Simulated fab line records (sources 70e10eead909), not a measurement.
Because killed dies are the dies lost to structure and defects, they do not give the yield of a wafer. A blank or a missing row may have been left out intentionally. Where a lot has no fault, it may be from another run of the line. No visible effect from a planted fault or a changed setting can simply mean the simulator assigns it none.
The same fault as seen by 2 desks	flow nand harc	each desk holds nothing but its own numbers, with what lay behind them at the end

DESK OF THE TOOL OWNER: krf scanner-01
The tool's own readings at NHARC_P_ZERO_WELL_EXPOSE_34 (exposes mask P PWELL, target cd 720 nm): means of the sampled wafers that have a number, for each lot that ran on this tool. Marked OUT: a lot whose mean sits more than 4 standard deviations from the usual mean, which makes it out of limits; the brackets give that distance.
Columns: A = exposure dose mJ cm2 at NHARC_P_ZERO_WELL_EXPOSE_34, usual 22.311; B = stage vel mm s at NHARC_P_ZERO_WELL_EXPOSE_34, usual 499.98 mm/s
lot	first seen here	A	B
L953	day 4 01:56	22.321	499.61
L954	day 4 12:09	22.305	499.72
L956	day 5 07:49	22.317	499.94
L964	day 8 16:04	22.281	500.04
L966	day 9 11:49	22.305	499.87
L969	day 10 17:49	22.306	500.20
L970	day 11 03:58	22.294	500.36
L971	day 11 13:50	22.316	499.92
This desk's verdict: no lot among the 8 shows anything out of limits.

THE METROLOGY DESK
What the gauges read for every lot (on any tool): the sampled wafers with a number, averaged. Marked OUT: a lot whose mean sits more than 4 standard deviations from the usual mean, which makes it out of limits; the brackets give that distance.
Columns: A = cd nm at NHARC_P_ZERO_WELL_CD_MEAS_24, usual 719.6 nm; B = cd nm at NHARC_P_ZERO_WELL_CD_MEAS_37, usual 718.9 nm
lot	first seen here	A	B
L950	day 2 19:20	721.8	717.2
L951	day 3 04:28	721.2	719.4
L953	day 4 00:34	717.5	720.3
L954	day 4 10:43	719.5	726.6 (+4.5) OUT
L956	day 5 06:28	720.0	724.0
L962	day 7 18:42	719.9	719.3
L963	day 8 04:53	720.3	720.6
L964	day 8 14:35	719.7	718.0
L966	day 9 10:28	719.2	717.5
L969	day 10 16:20	719.2	718.3
L970	day 11 02:36	719.8	718.1
L971	day 11 12:29	719.7	718.3
This desk's verdict: out of limits on L954, starting with L954 at day 4 12:18 (cd nm at NHARC_P_ZERO_WELL_CD_MEAS_37). L950, L951, L953, L956, L962, L963, L964, L966, L969, L970, L971 stayed within limits.

TAKEN TOGETHER
At day 4 12:18 the metrology desk could have sounded an alarm, on L954.
Nothing out of limits was seen by the tool owner's desk.
On record at the tool owner's desk: L954, within its limits.
On krf scanner-01, each named lot ran NHARC_P_ZERO_WELL_EXPOSE_34.

WHAT WAS PUT IN BY THE SIMULATOR
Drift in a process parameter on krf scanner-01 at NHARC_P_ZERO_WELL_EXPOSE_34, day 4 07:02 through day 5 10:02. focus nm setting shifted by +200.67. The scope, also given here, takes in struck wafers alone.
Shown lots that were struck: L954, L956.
Delay in hours, fault start to first out-of-limits reading, per desk: metrology desk 5.
